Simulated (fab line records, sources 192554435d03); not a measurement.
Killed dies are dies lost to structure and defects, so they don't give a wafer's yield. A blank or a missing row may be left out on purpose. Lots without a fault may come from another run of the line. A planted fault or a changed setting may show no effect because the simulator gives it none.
Chamber matching | flow n5_finfet | N5_DUMMY_GATE_STRIP_41 on rie_diel-03: 4 sister chambers
The step strips in O2. 4 wafers are shown with their chamber, then 7 later ones without.

WAFERS WITH THEIR CHAMBER
wafer  | chamber | showerhead_plenum_p_Torr (Torr)
L083.5 | 2       | 2.01
L088.1 | 3       | 2.18
L089.1 | 1       | 2.07
L089.4 | 0       | 2.13

WAFERS WITHOUT THEIR CHAMBER
wafer  | showerhead_plenum_p_Torr (Torr)
L089.5 | 2.13
L091.2 | 2.18
L091.3 | 2.07
L091.6 | 2.13
L097.3 | 2.00
L097.5 | 2.13
L097.6 | 2.18

WHICH CHAMBER EACH WENT THROUGH
wafer  | from the rows above | in truth
L089.5 | 0                   | 0
L091.2 | 3                   | 3
L091.3 | 1                   | 1
L091.6 | 0                   | 0
L097.3 | 2                   | 2
L097.5 | 0                   | 0
L097.6 | 3                   | 3
Placed correctly: 7 of 7. Can't be placed from these rows: 0. Placed wrongly: 0.
How it was worked out, from the rows above alone: a wafer's distance from a chamber is the root of the sum, over the readings, of the square of ((its reading less the chamber's mean) divided by the reading's scatter). The wafer belongs to the nearest chamber; if the next one is less than 2 further off, it can't be placed. A chamber's mean is the mean of its shown wafers. The scatter: with one shown wafer a chamber, the root of the mean of the squares of how far each hidden wafer lies from its nearest shown one.
